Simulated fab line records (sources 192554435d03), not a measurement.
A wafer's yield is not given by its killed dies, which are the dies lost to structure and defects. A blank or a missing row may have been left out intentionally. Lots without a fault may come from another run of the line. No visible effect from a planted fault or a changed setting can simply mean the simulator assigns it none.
A lot that was struck, set against a sound lot + flow n5-finfet + 14 out of 1938 route steps
Sound: wafers L291.1, L291.5, L291.6. The struck wafers were L299.3, L299.5, L299.6. The cause is given at the end.
For every step that has rows: the tool of each side, followed by ch and its chambers, followed by its first start. Under that, the readings that differ: sound wafers + struck wafers + difference of the means + sigmas: that difference in standard deviations of wafers without a fault.
alike: readings with means less than 2 such deviations apart, plus words and numbers identical on both sides. not compared: withheld readings, readings lacking a value on some wafer, bounds such as >300 that could conceal the same value, and numbers that have no deviation in the record and whose values overlap.
Wherever a step has rows on one side only, a row that says differs or no value, or a row with sigmas, the two part there. When numbers do not overlap yet have no deviation, they are printed without sigmas and do not part them. A reading missing from all wafers of one side parts the sides only when that side holds two or more wafers.

N5_BEOL_M10_INSPECT_58: inspects for defects (darkfield).
  sound: defect-inspect-01 at day 10 15:37; struck: defect-inspect-02 at day 12 14:49
  alike: raw-defect-count
N5_BEOL_M11_ILD_DEP_00: deposits SiCOH lowk from DEMS/porogen, target thk 308.51 nm, time 58 s.
  sound on pecvd-04 ch 0,1, day 10 15:39; struck on pecvd-04 ch 0,1,2, day 12 14:51
  alike: heater-power-w, showerhead-plenum-p-Torr, throttle-valve-pct
N5_BEOL_M11_CURE_71: cures SiCOH lowk, time 240 s.
  sound on uv-cure-03 ch 0, day 10 15:44; struck on uv-cure-01 ch 0, day 12 15:05
  alike: lamp-power-pct, wafer_temp_C_max
N5_BEOL_M11_THK_MEAS_01:
  sound: film-metro-01 at day 10 16:43; struck: film-metro-02 at day 12 15:26
  alike: M11_ILD_THK
N5_BEOL_M11_PECVD_70: deposits SiO2 from TEOS/O2, target thk 20 nm, time 22.7 s.
  sound on pecvd-01 ch 1,2, day 10 16:46; struck on pecvd-01 ch 1,2, day 12 15:29
  alike: heater-power-w, showerhead-plenum-p-Torr, throttle-valve-pct
N5_BEOL_M11_HM_DEP_02: deposits TiN, target thk 20 nm.
  sound: pvd-sputter-01 at day 10 17:07; struck: pvd-sputter-01 at day 12 17:16
  alike: throttle-valve-pct
then, 6 steps without rows for these wafers: N5_BEOL_M11_COAT_59 (time 60 s, resist thk 100 nm); N5_BEOL_M11_COAT_60 (time 60 s, resist thk 30 nm); N5_BEOL_M11_COAT_05 (resist thk 90 nm); N5_BEOL_M11_EBR_07; N5_BEOL_M11_SOFTBAKE_06 (time 60 s); N5_BEOL_M11_EXPOSE_08 (exposes mask M11).
N5_BEOL_M11_PEB_09: peb time 60 s.
  sound on litho-track-03 ch 0, day 10 17:33; struck on litho-track-04, day 12 17:35
  no value came back on the struck wafers for chill-plate-temp-C (C), exhaust-pa (Pa); on the sound wafers chill-plate-temp-C (C) reads 23.00 23.06 22.92
then, 1 step without rows for these wafers: N5_BEOL_M11_DEVELOP_10 (develop time 30 s).

WHERE THEY PART
Only at N5_BEOL_M11_PEB_09, within this record.

WHY: what had been put in by the simulator
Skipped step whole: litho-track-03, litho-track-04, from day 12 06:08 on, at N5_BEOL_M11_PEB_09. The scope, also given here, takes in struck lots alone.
